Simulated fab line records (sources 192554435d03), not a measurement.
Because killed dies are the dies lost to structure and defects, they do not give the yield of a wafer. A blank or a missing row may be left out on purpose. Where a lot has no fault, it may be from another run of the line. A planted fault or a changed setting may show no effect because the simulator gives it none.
Chamber matching | flow n5-finfet | rie-diel-02 running N5_SD_EPI_N_ETCH_35: 4 sister chambers
The step etches SOC in N2/H2, overetch 108 nm, time 486 s. 16 wafers are shown with their chamber, then 8 later ones without.

## WAFERS WITH THEIR CHAMBER
wafer  | chamber | showerhead-plenum-p-Torr (Torr) | throttle-valve-pct (%) | oes-product-au (a.u.)
L074.1 | 1       | 2.71                            | 23.9                   | 0.76
L074.2 | 3       | 2.58                            | 23.8                   | 0.71
L074.3 | 2       | 2.67                            | 23.3                   | 0.82
L077.4 | 3       | 2.58                            | 23.9                   | 0.71
L077.5 | 3       | 2.58                            | 23.9                   | 0.71
L077.6 | 2       | 2.67                            | 23.3                   | 0.81
L078.2 | 1       | 2.70                            | 23.9                   | 0.76
L078.4 | 2       | 2.67                            | 23.3                   | 0.80
L078.5 | 2       | 2.67                            | 23.3                   | 0.80
L082.1 | 2       | 2.67                            | 23.3                   | 0.79
L082.4 | 3       | 2.57                            | 23.9                   | 0.70
L082.6 | 0       | 2.56                            | 24.0                   | 0.71
L084.1 | 1       | 2.70                            | 24.0                   | 0.75
L084.4 | 2       | 2.66                            | 23.3                   | 0.78
L084.6 | 0       | 2.56                            | 24.0                   | 0.70
L089.2 | 0       | 2.56                            | 24.0                   | 0.69

SIGNATURES (averages over the wafers above)
reading                  | chamber 0 | chamber 1 | chamber 2 | chamber 3 | scatter within a chamber
showerhead-plenum-p-Torr | 2.5600    | 2.7033    | 2.6683    | 2.5775    | 0.00433
throttle-valve-pct       | 24.000    | 23.933    | 23.300    | 23.875    | 0.0344
oes-product-au           | 0.7000    | 0.7567    | 0.8000    | 0.7075    | 0.0106
Rule: distance of a wafer from a chamber = root of the sum over the readings of ((wafer's reading minus chamber's mean) / reading's scatter) squared. If the next closest chamber is less than 2 further off than the closest, the wafer can't be placed; otherwise it belongs to the closest. The scatter: the root of (the sum of the squares of (reading less its chamber's mean) over the shown wafers, divided by (wafers less chambers)).

## WAFERS WITHOUT THEIR CHAMBER
wafer  | showerhead-plenum-p-Torr (Torr) | throttle-valve-pct (%) | oes-product-au (a.u.)
L089.4 | 2.57                            | 23.9                   | 0.68
L089.5 | 2.69                            | 24.0                   | 0.73
L095.1 | 2.56                            | 23.9                   | 0.69
L095.4 | 2.69                            | 24.0                   | 0.73
L095.6 | 2.56                            | 23.9                   | 0.68
L096.1 | 2.55                            | 24.0                   | 0.68
L096.4 | 2.69                            | 24.0                   | 0.71
L096.6 | 2.55                            | 24.0                   | 0.68

## WHICH CHAMBER EACH ONE RAN IN
wafer  | from the rows above     | in truth
L089.4 | can't be placed: 3 or 0 | 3
L089.5 | 1                       | 1
L095.1 | can't be placed: 0 or 3 | 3
L095.4 | 1                       | 1
L095.6 | can't be placed: 0 or 3 | 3
L096.1 | 0                       | 0
L096.4 | 1                       | 1
L096.6 | 0                       | 0
5 of 8 placed correctly. From these rows, 3 cannot be placed; in 3 the true chamber is one of the candidates. 0 placed wrongly.
